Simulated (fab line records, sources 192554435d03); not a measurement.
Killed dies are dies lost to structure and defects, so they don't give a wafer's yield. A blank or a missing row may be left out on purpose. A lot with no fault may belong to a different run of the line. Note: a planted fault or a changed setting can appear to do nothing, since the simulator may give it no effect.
Chamber matching :: flow n5 finfet :: rie diel-06 running N5_SD_EPI_P_DESCUM_14: 4 sister chambers
The step chemistry O2, time 7.9 s. 4 wafers are shown with their chamber, then 7 later ones without.

== EACH WAFER AND ITS CHAMBER ==
wafer: L082.5
chamber: 0
showerhead plenum p Torr (Torr): 2.08

wafer: L082.6
chamber: 3
showerhead plenum p Torr (Torr): 1.99

wafer: L085.1
chamber: 2
showerhead plenum p Torr (Torr): 2.04

wafer: L085.3
chamber: 1
showerhead plenum p Torr (Torr): 2.11

== WAFERS MISSING THEIR CHAMBER ==
wafer: L085.6
showerhead plenum p Torr (Torr): 2.12

wafer: L086.3
showerhead plenum p Torr (Torr): 2.08

wafer: L086.4
showerhead plenum p Torr (Torr): 1.99

wafer: L086.5
showerhead plenum p Torr (Torr): 2.04

wafer: L097.4
showerhead plenum p Torr (Torr): 1.98

wafer: L097.5
showerhead plenum p Torr (Torr): 1.98

wafer: L097.6
showerhead plenum p Torr (Torr): 2.03

== CHAMBER TAKEN BY EACH ==
wafer: L085.6
from the rows above: 1
in truth: 1

wafer: L086.3
from the rows above: 0
in truth: 0

wafer: L086.4
from the rows above: 3
in truth: 3

wafer: L086.5
from the rows above: 2
in truth: 2

wafer: L097.4
from the rows above: 3
in truth: 3

wafer: L097.5
from the rows above: 3
in truth: 3

wafer: L097.6
from the rows above: 2
in truth: 2
7 of 7 placed correctly. Number that these rows cannot place: 0. Number placed wrongly: 0.
How it was worked out, from the rows above alone: a wafer's distance from a chamber is the root of the sum, over the readings, of the square of ((its reading less the chamber's mean) divided by the reading's scatter). If the next closest chamber is less than 2 further off than the closest, the wafer can't be placed; otherwise it belongs to the closest. For every chamber, the mean is computed from those of its wafers that are shown. The scatter: root of mean squared gap, hidden wafer to nearest shown wafer, with one shown wafer a chamber.
